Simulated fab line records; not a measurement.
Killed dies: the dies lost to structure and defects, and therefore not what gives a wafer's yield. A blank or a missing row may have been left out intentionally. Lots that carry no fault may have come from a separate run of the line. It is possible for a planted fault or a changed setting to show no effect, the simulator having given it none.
Split-lot study | flow n5-finfet | route with 1938 steps; 7 lots, 21 wafers read

## SPLIT DETAILS
At N5_BEOL_M13_CMP_49 (polishes, stops on SiOC, t overpolish 17.1 s, target thk 420 nm), the setting down-force-psi was moved away from the recipe's 1 psi on 6 of the 21 wafers read, by -21.5% to +8.4%. For the rest of the wafers, this setting stayed at what the recipe calls for.

The split's own step is where the reading is taken.

## THE READING
barrier-field-endpoint-s, in s, at N5_BEOL_M13_CMP_49 (polishes, stops on SiOC, t overpolish 17.1 s, target thk 420 nm). A value of 30.3 s with a standard deviation of 0.88 s is what fault-free wafers of this fab line usually give.

wafer  | tool, chamber at the split | down-force-psi as run, psi | against the recipe | barrier-field-endpoint-s, s | against lot-mates on the recipe
L074.4 | cmp-04, 0                  | 1                          | recipe             | 29.4                        | -
L074.1 | cmp-04, 2                  | 1                          | recipe             | 30.7                        | -
L074.2 | cmp-04, 3                  | 0.8475                     | -15.2%             | 34.6                        | +4.6
L081.3 | cmp-02, 1                  | 1                          | recipe             | 30.4                        | -
L081.2 | cmp-02, 2                  | 0.7853                     | -21.5%             | 36.9                        | +6.9
L081.5 | cmp-02, 2                  | 1                          | recipe             | 29.5                        | -
L088.2 | cmp-04, 0                  | 0.8103                     | -19.0%             | 37.9                        | +7.5
L088.3 | cmp-04, 1                  | 0.8103                     | -19.0%             | 37.1                        | +6.7
L088.6 | cmp-04, 0                  | 1                          | recipe             | 30.4                        | -
L089.3 | cmp-02, 1                  | 1.084                      | +8.4%              | 27.7                        | -1.3
L089.2 | cmp-02, 3                  | 1                          | recipe             | 29.0                        | -
L089.4 | cmp-02, 0                  | 1.084                      | +8.4%              | 28.3                        | -0.7
L091.4 | cmp-02, 2                  | 1                          | recipe             | 28.7                        | -
L091.2 | cmp-02, 3                  | 1                          | recipe             | 28.4                        | -
L091.5 | cmp-02, 1                  | 1                          | recipe             | 29.5                        | -
L094.4 | cmp-04, 0                  | 1                          | recipe             | 30.6                        | -
L094.1 | cmp-04, 2                  | 1                          | recipe             | 31.0                        | -
L094.6 | cmp-04, 0                  | 1                          | recipe             | 30.6                        | -
L096.4 | cmp-02, 1                  | 1                          | recipe             | 31.8                        | -
L096.1 | cmp-02, 2                  | 1                          | recipe             | 29.5                        | -
L096.6 | cmp-02, 1                  | 1                          | recipe             | 31.4                        | -

THE FIT
A straight line over all 21 wafers: barrier-field-endpoint-s changes by -0.338 s for each +1% of down-force-psi; r = -0.95; the points scatter about the line by 0.98 s.
The same after taking each lot's own level away (the mean of its wafers on the recipe; 21 wafers): -0.315 s for each +1%; r = -0.96; scatter 0.8 s.
According to that fit, moving down-force-psi by its largest amount changes the reading by 6.8 s.
The span of the lots' own levels, 28.87 to 30.90 s, comes to 2.3 times the standard deviation stated above.
So the lot-to-lot level changes the slope little: the two slopes agree.
Check: with one of the wafers moved furthest among these (-21.5%) left out of the fit, the line predicts +7.06 s for it against its lot-mates. It came out at +6.95 s against them.
Tool readings at the split's step, against how far the setting was moved: barrier-field-endpoint-s r = -0.95.

## THE OTHER SPLITS THESE WAFERS WENT THROUGH
Note: prior to the reading, these wafers also went through further splits. Each is held against what the fit with the lots' levels taken away leaves over:
other split on the same wafers | wafers away from the commonest value | r with barrier-field-endpoint-s (lot level and that fit taken away)
N5_BEOL_M11_EXPOSE_08 dose-mj  | 6                                    | -0.10
N5_BEOL_M12_COAT_65 spin-rpm   | 8                                    | -0.08
N5_BEOL_M13_COAT_66 spin-rpm   | 7                                    | +0.01

## FILE'S OWN FIT
barrier-field-endpoint-s changes by -0.323 s for each +1% of down-force-psi, r = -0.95.
